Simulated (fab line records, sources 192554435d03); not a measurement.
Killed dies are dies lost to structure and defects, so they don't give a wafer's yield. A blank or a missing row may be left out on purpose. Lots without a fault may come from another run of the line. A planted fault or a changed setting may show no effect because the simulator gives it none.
Which tool did it? | flow n5_finfet | 8 lots, 23 wafers sampled, at 5 steps of a route of 1938

WHAT THE GAUGES READ, wafer by wafer
N5_BEOL_M0_CUTY_INSPECT_59: inspects for defects (macro).
lot  | measured     | on                | raw_defect_count
L793 | day 6 04:09  | defect_inspect-01 | 3 2 2
L799 | day 7 16:19  | defect_inspect-01 | >300 >300 293
L800 | day 7 19:18  | defect_inspect-01 | >300 >300 >300
L802 | day 8 14:27  | defect_inspect-01 | 295 295 >300
L804 | day 10 00:25 | defect_inspect-02 | 4 0 1
L807 | day 10 08:17 | defect_inspect-02 | 5 1 3
L811 | day 11 13:40 | defect_inspect-01 | 3 4 3
L814 | day 12 03:08 | defect_inspect-02 | 0 5

WHICH TOOL RAN EACH LOT (tool, then ch and the chambers of the sampled wafers, then the start)
lot  | N5_BEOL_M0_SAQP_ETCH_106           | N5_BEOL_M0_SAQP_SPACER2_ALD_26    | N5_BEOL_M0_SAQP_SPACER2_ETCHBACK_27 | N5_BEOL_M0_SAQP_ETCH_88
L793 | rie_diel-01 ch 1,2, day 6 01:19    | ald_sin-01 ch 1,2,3, day 6 01:37  | rie_diel-02 ch 2,3, day 6 02:10     | rie_diel-02 ch 2,3, day 6 02:49
L799 | rie_diel-02 ch 0,3, day 7 13:02    | ald_sin-04 ch 1,2, day 7 13:21    | rie_diel-02 ch 0,1,3, day 7 13:56   | rie_diel-02 ch 0,3, day 7 14:44
L800 | rie_diel-02 ch 0,3, day 7 16:28    | ald_sin-04 ch 0,2,3, day 7 16:46  | rie_diel-02 ch 0,1,3, day 7 17:19   | rie_diel-01 ch 0,1, day 7 17:58
L802 | rie_diel-02 ch 0,1,2, day 8 11:24  | ald_sin-04 ch 1,2,3, day 8 11:42  | rie_diel-02 ch 2,3, day 8 12:27     | rie_diel-03 ch 0,1,3, day 8 13:07
L804 | rie_diel-03 ch 0,2,3, day 9 20:47  | ald_sin-01 ch 1,2,3, day 9 21:24  | rie_diel-02 ch 1,2,3, day 9 22:02   | rie_diel-01 ch 0,1,2, day 9 22:49
L807 | rie_diel-03 ch 0,1,2, day 10 05:11 | ald_sin-01 ch 0,2, day 10 05:38   | rie_diel-03 ch 0,1,3, day 10 06:14  | rie_diel-01 ch 0,1,3, day 10 06:53
L811 | rie_diel-01 ch 0,1,2, day 11 10:22 | ald_sin-02 ch 1,2,3, day 11 10:51 | rie_diel-02 ch 0,1,2, day 11 11:28  | rie_diel-03 ch 0,1,2, day 11 12:15
L814 | rie_diel-01 ch 0,1, day 12 00:01   | ald_sin-02 ch 1,2, day 12 00:19   | rie_diel-02 ch 2,3, day 12 00:52    | rie_diel-03 ch 0,2, day 12 01:40
- N5_BEOL_M0_SAQP_ETCH_106: etches SOC in N2/H2, stops on SiNx, target depth 150 nm.
- N5_BEOL_M0_SAQP_SPACER2_ALD_26: deposits SiO2, target thk 15 nm, pulse time 1 s, purge time 2 s.
- N5_BEOL_M0_SAQP_SPACER2_ETCHBACK_27: etches SiO2 in CHF3/O2, target depth 22.5 nm, time 11.25 s.
- N5_BEOL_M0_SAQP_ETCH_88: etches underlayer in N2/H2, target depth 6.5 nm, time 5.2 s.

THE ANSWER, worked out from the rows above alone
Rule: what is usual is taken from the lots themselves. Put in order of their means at a reading, lots are off if they are a third of the lots or fewer, leave a main group of 4 or more, and stand apart from it by a gap of 3 or more times the standard deviation of the main group's means; of several such gaps the widest counts. A main group whose means are all the same, to the digits that the tables above print for the reading, isn't used. A lot without any number at a reading at which 4 lots or more have one is off too. The other lots that the step has rows for count as sound.
Off: L799, L800, L802, at N5_BEOL_M0_CUTY_INSPECT_59 (raw_defect_count). Without a number there: L800. The main group: mean 2.6, standard deviation 0.57.
A tool fits if, at a process step before that reading, it ran every lot that is off, and no sound lot after the first of them. The gauges at N5_BEOL_M0_CUTY_INSPECT_59 are tried like those tools. Can't be told from this: 2 tools fit, rie_diel-02 at N5_BEOL_M0_SAQP_ETCH_106, ald_sin-04 at N5_BEOL_M0_SAQP_SPACER2_ALD_26.

WHAT THE SIMULATOR HAD PUT IN
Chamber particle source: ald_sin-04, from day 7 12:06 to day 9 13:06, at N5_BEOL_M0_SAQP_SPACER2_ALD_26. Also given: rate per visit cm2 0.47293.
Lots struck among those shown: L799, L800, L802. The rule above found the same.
